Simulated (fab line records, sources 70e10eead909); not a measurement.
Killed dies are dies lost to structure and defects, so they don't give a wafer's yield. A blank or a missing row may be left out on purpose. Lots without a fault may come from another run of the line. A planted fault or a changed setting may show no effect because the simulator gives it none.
One fault seen from 2 desks | flow nand_harc | each desk has only its own numbers; what lay behind them comes last

THE METROLOGY DESK
What the gauges read, lot by lot, whatever tool the lot ran on: means of the sampled wafers that have a number. A lot is out of limits, marked OUT, if its mean lies more than 4 standard deviations from the usual mean; the brackets give that distance.
Columns: A = thk_nm at NHARC_A_SOURCE_PLATE_THK_MEAS_09, usual 9.8 nm; B = thk_nm at NHARC_A_ONON_D1_THK_MEAS_08, usual 1000 nm; C = thk_nm at NHARC_A_ONON_D1_THK_MEAS_21, usual 1000 nm
lot  | first seen here | A    | B    | C
L859 | day 7 09:45     | 9.0  | 988  | 1003
L864 | day 7 21:19     | 10.4 | 994  | 1005
L863 | day 7 21:20     | 9.8  | 984  | 981
L866 | day 9 03:05     | 9.3  | 1002 | 964
L869 | day 9 08:25     | 8.3  | 1006 | 921 (-7.2) OUT
L870 | day 10 05:20    | 9.7  | 989  | 998
L872 | day 10 13:20    | 9.4  | 1015 | 1008
L875 | day 10 21:50    | 9.2  | 1012 | 975
L876 | day 11 06:13    | 9.6  | 1012 | 996
L877 | day 11 15:10    | 9.3  | 995  | 987
L878 | day 11 15:10    | 10.6 | 1003 | 986
L879 | day 11 15:10    | 9.8  | 1006 | 1012
L880 | day 12 03:05    | 10.0 | 989  | 997
L881 | day 12 03:05    | 9.5  | 991  | 995
L882 | day 12 23:25    | 10.3 | 1003 | 998
This desk's finding: out of limits on L869; first on L869, day 10 06:26 (thk_nm at NHARC_A_ONON_D1_THK_MEAS_21). In limits: L859, L864, L863, L866, L870, L872, L875, L876, L877, L878, L879, L880, L881, L882.

THE TOOL OWNER'S DESK: pecvd_onon-02
The tool's own readings at NHARC_A_ONON_D1_DEP_19 (target thk 1000 nm): means of the sampled wafers that have a number, for each lot that ran on this tool. A lot is out of limits, marked OUT, if its mean lies more than 4 standard deviations from the usual mean; the brackets give that distance.
Columns: A = sih4_flow_sccm at NHARC_A_ONON_D1_DEP_19, usual 210.1 sccm; B = susceptor_temp_C at NHARC_A_ONON_D1_DEP_19, usual 400.04 C
lot  | first seen here | A     | B
L863 | day 8 21:09     | 210.3 | 399.96
L866 | day 10 05:35    | 210.4 | 400.03
L869 | day 10 05:56    | 209.6 | 400.18
L879 | day 12 16:41    | 210.2 | 399.90
L878 | day 12 17:10    | 210.7 | 400.01
L881 | day 13 02:16    | 209.3 | 399.99
L882 | day 14 02:19    | 210.8 | 400.31
This desk's finding: nothing out of limits on any of the 7 lots.

PUT TOGETHER
The metrology desk could have raised an alarm at day 10 06:26, on L869.
The tool owner's desk saw nothing out of limits.
The tool owner's desk has L869 on record, within its limits.
Of the lots named, all ran NHARC_A_ONON_D1_DEP_19 on pecvd_onon-02.

WHAT THE SIMULATOR HAD PUT IN
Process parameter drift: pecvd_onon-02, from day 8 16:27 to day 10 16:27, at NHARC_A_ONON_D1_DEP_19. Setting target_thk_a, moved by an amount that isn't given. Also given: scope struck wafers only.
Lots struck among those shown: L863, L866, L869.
Hours from the fault's start to each desk's first reading out of limits: the metrology desk, 38.
